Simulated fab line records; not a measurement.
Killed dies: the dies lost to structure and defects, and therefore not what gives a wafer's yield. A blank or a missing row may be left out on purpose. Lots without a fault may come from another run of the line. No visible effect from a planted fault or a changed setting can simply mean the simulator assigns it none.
Check for tools in common :: flow nand-harc :: Sampled: 2 lots, 6 wafers

WHAT PROMPTED THE OPENING
Flagged at NHARC_END_SORT_01: reading killed-at-periphery, on 1 of 2 lots. Wafers without a fault read 3.2, standard deviation 2.2.
Rule: a lot is flagged in two cases, either no wafer of it has a number, or all its wafers with numbers fall more than 4 standard deviations from that mean. The other lots count as sound.

lot: L876
measured: day 20 03:07
on: prober-01
killed-at-periphery, wafer by wafer: 2 3 3
flag: 

lot: L885
measured: day 22 09:46
on: prober-02
killed-at-periphery, wafer by wafer: 618 634 632
flag: FLAGGED
Flagged lots average 628.0: +624.8 relative to the usual, that is +99 or more standard deviations.

TOOL THAT RAN EACH LOT
Before the reading, the record contains 3 process steps out of a 1159-step route. Read each cell as the tool, then ch plus the chambers that the sampled wafers visited, then the start.
lot: L876
flag: 
NHARC_P_ZERO_WELL_EXPOSE_49: krf-scanner-03 ch 0, day 2 23:37
NHARC_P_STI_DESCUM_14: rie-diel-03 ch 1,2, day 3 17:10
NHARC_P_STI_ETCH_42: rie-diel-03 ch 0,3, day 3 17:15

lot: L885
flag: FLAGGED
NHARC_P_ZERO_WELL_EXPOSE_49: krf-scanner-02 ch 0, day 5 05:30
NHARC_P_STI_DESCUM_14: no row
NHARC_P_STI_ETCH_42: no row
These steps, and what they do:
- NHARC_P_ZERO_WELL_EXPOSE_49: exposes mask P HVPW, target cd 2000 nm.
- NHARC_P_STI_DESCUM_14: chemistry O2, time 3 s.
- NHARC_P_STI_ETCH_42: etches the open film in N2/H2, target depth 80 nm, overetch 24 nm, time 61 s.
- NHARC_END_SORT_01

FLAGGED OVER TOTAL, TOOL BY TOOL (the gauges that took the reading come last)
step: NHARC_P_ZERO_WELL_EXPOSE_49
tool: krf-scanner-02
lots run: 1
flagged: 1
share of the flagged lots: all
sound lots run after its first flagged lot: 0

step: NHARC_P_ZERO_WELL_EXPOSE_49
tool: krf-scanner-03
lots run: 1
flagged: 0
share of the flagged lots: none
sound lots run after its first flagged lot: -

step: NHARC_P_STI_DESCUM_14
tool: rie-diel-03
lots run: 1
flagged: 0
share of the flagged lots: none
sound lots run after its first flagged lot: -

step: NHARC_P_STI_ETCH_42
tool: rie-diel-03
lots run: 1
flagged: 0
share of the flagged lots: none
sound lots run after its first flagged lot: -

step: NHARC_END_SORT_01
tool: prober-01
lots run: 1
flagged: 0
share of the flagged lots: none
sound lots run after its first flagged lot: -

step: NHARC_END_SORT_01
tool: prober-02
lots run: 1
flagged: 1
share of the flagged lots: all
sound lots run after its first flagged lot: 0

WHAT THE TABLE PERMITS
2 rows of the table ran every flagged lot: krf-scanner-02 at NHARC_P_ZERO_WELL_EXPOSE_49, prober-02 at NHARC_END_SORT_01.
- krf-scanner-02 at NHARC_P_ZERO_WELL_EXPOSE_49: 1 of its 1 lot flagged. No sound lot ran on it before its first flagged lot in this sample; the start therefore can't be narrowed down.
- prober-02 at NHARC_END_SORT_01: 1 of its 1 lot flagged. No sound lot ran on it before its first flagged lot in this sample; the start therefore can't be narrowed down.
These 2 tools cannot be told apart by counting lots, since each of them fits a fault that started at some hour. More lots, or a look at what each step does to the wafer, might.

WHAT WAS PUT IN BY THE SIMULATOR
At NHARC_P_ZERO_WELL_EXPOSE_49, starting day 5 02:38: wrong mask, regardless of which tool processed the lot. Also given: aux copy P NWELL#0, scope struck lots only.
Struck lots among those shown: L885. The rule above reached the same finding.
